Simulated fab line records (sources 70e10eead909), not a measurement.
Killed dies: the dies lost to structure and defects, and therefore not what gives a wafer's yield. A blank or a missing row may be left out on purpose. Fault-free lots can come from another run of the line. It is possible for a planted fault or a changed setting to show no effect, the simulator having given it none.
Matching of chambers :: flow nandHarc :: NHARC_A_DECK1_JOINT_CMP_02 on cmp-04: 4 sister chambers
The step polishes SiOx. 4 wafers are shown with their chamber, then 10 later ones without.

## WAFERS PAIRED WITH THEIR CHAMBERS
wafer: L091.3
chamber: 2
motorCurrentA (A): 12.6

wafer: L091.5
chamber: 1
motorCurrentA (A): 12.0

wafer: L093.1
chamber: 3
motorCurrentA (A): 13.6

wafer: L093.5
chamber: 0
motorCurrentA (A): 12.6

## WAFERS WHOSE CHAMBER IS MISSING
wafer: L093.6
motorCurrentA (A): 10.8

wafer: L095.3
motorCurrentA (A): 11.6

wafer: L095.5
motorCurrentA (A): 11.7

wafer: L095.6
motorCurrentA (A): 12.1

wafer: L095.1
motorCurrentA (A): 13.4

wafer: L095.2
motorCurrentA (A): 12.6

wafer: L095.4
motorCurrentA (A): 12.7

wafer: L096.2
motorCurrentA (A): 13.0

wafer: L096.3
motorCurrentA (A): 12.0

wafer: L096.5
motorCurrentA (A): 12.5

## EACH ONE'S CHAMBER
wafer: L093.6
from the rows above: can't be placed: 1 or 0 or 2
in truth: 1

wafer: L095.3
from the rows above: can't be placed: 1 or 0 or 2
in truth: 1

wafer: L095.5
from the rows above: can't be placed: 1 or 0 or 2
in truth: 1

wafer: L095.6
from the rows above: can't be placed: 1 or 0 or 2
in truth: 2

wafer: L095.1
from the rows above: can't be placed: 3 or 0 or 2
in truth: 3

wafer: L095.2
from the rows above: can't be placed: 0 or 2 or 1
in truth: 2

wafer: L095.4
from the rows above: can't be placed: 0 or 2 or 1 or 3
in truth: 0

wafer: L096.2
from the rows above: can't be placed: 0 or 2 or 3 or 1
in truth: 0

wafer: L096.3
from the rows above: can't be placed: 1 or 0 or 2
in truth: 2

wafer: L096.5
from the rows above: can't be placed: 0 or 2 or 1
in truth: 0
0 of 10 placed correctly. Unplaceable from these rows: 10, with the true chamber sitting among the candidates in 10. Placed wrongly: 0.
How it was worked out, from the rows above alone: a wafer's distance from a chamber is the root of the sum, over the readings, of the square of ((its reading less the chamber's mean) divided by the reading's scatter). If the next closest chamber is less than 2 further off than the closest, the wafer can't be placed; otherwise it belongs to the closest. For every chamber, the mean is computed from those of its wafers that are shown. The scatter (one wafer shown for each chamber): square how far every hidden wafer sits from the nearest shown wafer, average those squares and take the square root.
